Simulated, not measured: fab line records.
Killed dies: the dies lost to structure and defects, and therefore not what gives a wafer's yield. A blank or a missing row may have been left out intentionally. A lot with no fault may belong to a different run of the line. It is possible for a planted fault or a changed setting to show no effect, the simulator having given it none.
Matching of chambers | flow n5 finfet | 4 sister chambers for N5_MOL_CONTACT_COAG_CONTACT_ETCH_14 on rie diel-01
The step etches SiO2 in C4F6/O2, target depth 27.5 nm, overetch 8.5 nm, time 20 s. 4 wafers are shown with their chamber, then 8 later ones without.

## WAFERS, EACH WITH ITS CHAMBER
wafer  | chamber | showerhead plenum p Torr (Torr)
L082.3 | 1       | 3.04
L082.4 | 3       | 2.83
L084.1 | 0       | 2.81
L086.2 | 2       | 2.88

## WAFERS WHOSE CHAMBER IS MISSING
wafer  | showerhead plenum p Torr (Torr)
L086.3 | 3.03
L086.4 | 2.83
L089.1 | 3.03
L089.2 | 2.88
L089.4 | 2.82
L093.2 | 2.88
L093.3 | 3.03
L093.6 | 2.80

## CHAMBER TAKEN BY EACH
wafer  | from the rows above     | in truth
L086.3 | 1                       | 1
L086.4 | 3                       | 3
L089.1 | 1                       | 1
L089.2 | 2                       | 2
L089.4 | can't be placed: 0 or 3 | 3
L093.2 | 2                       | 2
L093.3 | 1                       | 1
L093.6 | 0                       | 0
7 of 8 placed correctly. Unplaceable from these rows: 1, with the true chamber sitting among the candidates in 1. 0 placed wrongly.
How it was worked out, from the rows above alone: a wafer's distance from a chamber is the root of the sum, over the readings, of the square of ((its reading less the chamber's mean) divided by the reading's scatter). If the next closest chamber is less than 2 further off than the closest, the wafer can't be placed; otherwise it belongs to the closest. For every chamber, the mean is computed from those of its wafers that are shown. The scatter: root of mean squared gap, hidden wafer to nearest shown wafer, with one shown wafer a chamber.
